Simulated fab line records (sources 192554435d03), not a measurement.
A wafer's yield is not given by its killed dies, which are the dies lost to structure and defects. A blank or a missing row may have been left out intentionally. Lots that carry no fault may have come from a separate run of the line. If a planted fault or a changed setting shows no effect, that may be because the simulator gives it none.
Matching of chambers	flow n5Finfet	aldMetal-04 running N5_HKMG_FIN_ALD_91: 4 sister chambers
The step deposits TiN, target thk 1 nm, pulse time 1 s, purge time 3 s. 7 wafers are shown with their chamber, then 9 later ones without.

## WAFERS, EACH WITH ITS CHAMBER
wafer	chamber	heaterPowerW (W)	precursorPulseHeightRel
L074.5	1	840	1.056
L079.1	2	864	0.997
L079.6	2	870	0.988
L081.1	0	921	1.014
L082.1	3	696	0.991
L082.2	0	910	0.993
L082.6	3	678	1.015

## WAFERS WITH NO CHAMBER GIVEN
wafer	heaterPowerW (W)	precursorPulseHeightRel
L085.1	859	0.983
L085.3	709	1.006
L085.6	950	1.038
L089.1	848	1.005
L089.3	921	1.019
L089.6	856	1.000
L091.1	927	0.977
L091.4	857	1.021
L091.6	883	1.009

## WHICH CHAMBER EACH ONE RAN IN
wafer	from the rows above	in truth
L085.1	2	2
L085.3	3	3
L085.6	0	0
L089.1	can't be placed: 2 or 1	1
L089.3	0	0
L089.6	2	2
L091.1	0	0
L091.4	can't be placed: 2 or 1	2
L091.6	can't be placed: 2 or 0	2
Correct placement for 6 of the 9. Can't be placed from these rows: 3 (the true chamber is among the candidates in 3). Wrongly placed: 0.
How it was worked out, from the rows above alone: a wafer's distance from a chamber is the root of the sum, over the readings, of the square of ((its reading less the chamber's mean) divided by the reading's scatter). The wafer belongs to the nearest chamber; if the next one is less than 2 further off, it can't be placed. For every chamber, the mean is computed from those of its wafers that are shown. How the scatter is found: for the shown wafers, subtract from each reading the mean of its chamber, square and add these, divide the total by (wafers less chambers), then take the root.
